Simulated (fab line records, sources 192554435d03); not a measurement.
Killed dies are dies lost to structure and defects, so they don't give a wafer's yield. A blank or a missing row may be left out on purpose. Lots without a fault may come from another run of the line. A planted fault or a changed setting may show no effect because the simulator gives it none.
Which tool did it? | flow n5_finfet | 11 lots, 32 wafers sampled, at 4 steps of a route of 1938

WHAT THE GAUGES READ, wafer by wafer
N5_BEOL_M5_INSPECT_58: inspects for defects (darkfield). Usual: raw_defect_count 77, standard deviation 24.
lot  | measured     | on                | raw_defect_count | flag
L817 | day 9 13:35  | defect_inspect-01 | 70 66 80         |
L819 | day 10 02:32 | defect_inspect-01 | 54 65 62         |
L815 | day 10 11:37 | defect_inspect-01 | 106 88 158       |
L822 | day 11 06:41 | defect_inspect-02 | 47 316 54        |
L830 | day 14 12:29 | defect_inspect-02 | 79 60 70         |
L832 | day 15 10:36 | defect_inspect-01 | 82 117 69        |
L835 | day 16 01:25 | defect_inspect-02 | 84 87            |
L834 | day 16 03:36 | defect_inspect-02 | 69 67 92         |
L837 | day 16 07:27 | defect_inspect-02 | 77 91 74         |
L836 | day 16 12:09 | defect_inspect-01 | 71 69 48         |
L838 | day 17 05:40 | defect_inspect-01 | 75 92 78         |

WHICH TOOL RAN EACH LOT (tool, then ch and the chambers of the sampled wafers, then the start)
lot  | N5_BEOL_M5_SPUTTER_83        | N5_BEOL_M5_ANNEAL_84         | N5_BEOL_M5_CO_CAP_78
L817 | pvd_sputter-01, day 9 10:19  | pvd_sputter-01, day 9 10:24  | cvd_co-02 ch 0,2, day 9 13:22
L819 | pvd_sputter-02, day 9 23:16  | pvd_sputter-02, day 9 23:20  | cvd_co-01 ch 1,2, day 10 02:19
L815 | pvd_sputter-02, day 10 07:25 | pvd_sputter-02, day 10 07:30 | cvd_co-01 ch 0,2, day 10 11:24
L822 | pvd_sputter-03, day 11 03:14 | pvd_sputter-03, day 11 03:19 | cvd_co-01 ch 0,1, day 11 06:29
L830 | pvd_sputter-01, day 14 09:13 | pvd_sputter-01, day 14 09:18 | cvd_co-02 ch 1,2, day 14 12:16
L832 | pvd_sputter-02, day 15 07:16 | pvd_sputter-02, day 15 07:21 | cvd_co-01 ch 0,2, day 15 10:21
L835 | pvd_sputter-01, day 15 20:14 | pvd_sputter-01, day 15 20:19 | cvd_co-01 ch 1,2, day 16 01:12
L834 | pvd_sputter-02, day 16 00:11 | pvd_sputter-02, day 16 00:16 | cvd_co-01 ch 0,1,2, day 16 03:23
L837 | pvd_sputter-03, day 16 04:11 | pvd_sputter-03, day 16 04:16 | cvd_co-01 ch 1,2, day 16 07:14
L836 | pvd_sputter-03, day 16 08:48 | pvd_sputter-03, day 16 08:53 | cvd_co-01 ch 1,2, day 16 11:56
L838 | pvd_sputter-01, day 17 02:08 | pvd_sputter-01, day 17 02:13 | cvd_co-01 ch 0,1,2, day 17 05:27
- N5_BEOL_M5_SPUTTER_83: material Cu, target thk 15 nm, time 27.62 s.
- N5_BEOL_M5_ANNEAL_84: time 1800 s.
- N5_BEOL_M5_CO_CAP_78: material Co, precursor CCTBA/H2, target thk 2 nm, time 102.1 s.

WHAT THE TOOLS THEMSELVES READ (means of the sampled wafers that have a number; where no wafer has one, the mark that the record gives instead)
N5_BEOL_M5_SPUTTER_83. Usual: throttle_valve_pct 29.6 %, standard deviation 0.85.
lot  | tool           | throttle_valve_pct (%) | flag
L817 | pvd_sputter-01 | 29.6                   |
L819 | pvd_sputter-02 | 29.8                   |
L815 | pvd_sputter-02 | 29.4                   |
L822 | pvd_sputter-03 | 29.9                   |
L830 | pvd_sputter-01 | 29.5                   |
L832 | pvd_sputter-02 | 28.9                   |
L835 | pvd_sputter-01 | 29.4                   |
L834 | pvd_sputter-02 | 29.8                   |
L837 | pvd_sputter-03 | 29.7                   |
L836 | pvd_sputter-03 | 30.0                   |
L838 | pvd_sputter-01 | 29.6                   |

N5_BEOL_M5_ANNEAL_84. Usual: heater_power_w 856 W, standard deviation 85.
lot  | tool           | heater_power_w (W) | flag
L817 | pvd_sputter-01 | 815                |
L819 | pvd_sputter-02 | 851                |
L815 | pvd_sputter-02 | 833                |
L822 | pvd_sputter-03 | 919                |
L830 | pvd_sputter-01 | 812                |
L832 | pvd_sputter-02 | 800                |
L835 | pvd_sputter-01 | 839                |
L834 | pvd_sputter-02 | 919                |
L837 | pvd_sputter-03 | 883                |
L836 | pvd_sputter-03 | 893                |
L838 | pvd_sputter-01 | 798                |

N5_BEOL_M5_CO_CAP_78. Usual: heater_power_w 223 W, standard deviation 21.
lot  | tool      | heater_power_w (W) | flag
L817 | cvd_co-02 | 239                |
L819 | cvd_co-01 | 210                |
L815 | cvd_co-01 | 225                |
L822 | cvd_co-01 | 233                |
L830 | cvd_co-02 | 243                |
L832 | cvd_co-01 | 210                |
L835 | cvd_co-01 | 204                |
L834 | cvd_co-01 | 212                |
L837 | cvd_co-01 | 200                |
L836 | cvd_co-01 | 209                |
L838 | cvd_co-01 | 216                |

THE ANSWER, worked out from the rows above alone
Rule: a lot is off if the mean of its wafers that have a number lies more than 3 standard deviations from the usual mean. A lot without any number at a reading at which 4 lots or more have one is off too. The other lots that the step has rows for count as sound. The gauges are gone through in route order, then the tools' own readings, and for those a lot's mean is taken as printed above. The first step at which some lot is off is used, and at that step the reading that is off furthest; a lot without a number counts as furthest.
No lot is off at any reading shown: from this, nothing can be told.

WHAT THE SIMULATOR HAD PUT IN
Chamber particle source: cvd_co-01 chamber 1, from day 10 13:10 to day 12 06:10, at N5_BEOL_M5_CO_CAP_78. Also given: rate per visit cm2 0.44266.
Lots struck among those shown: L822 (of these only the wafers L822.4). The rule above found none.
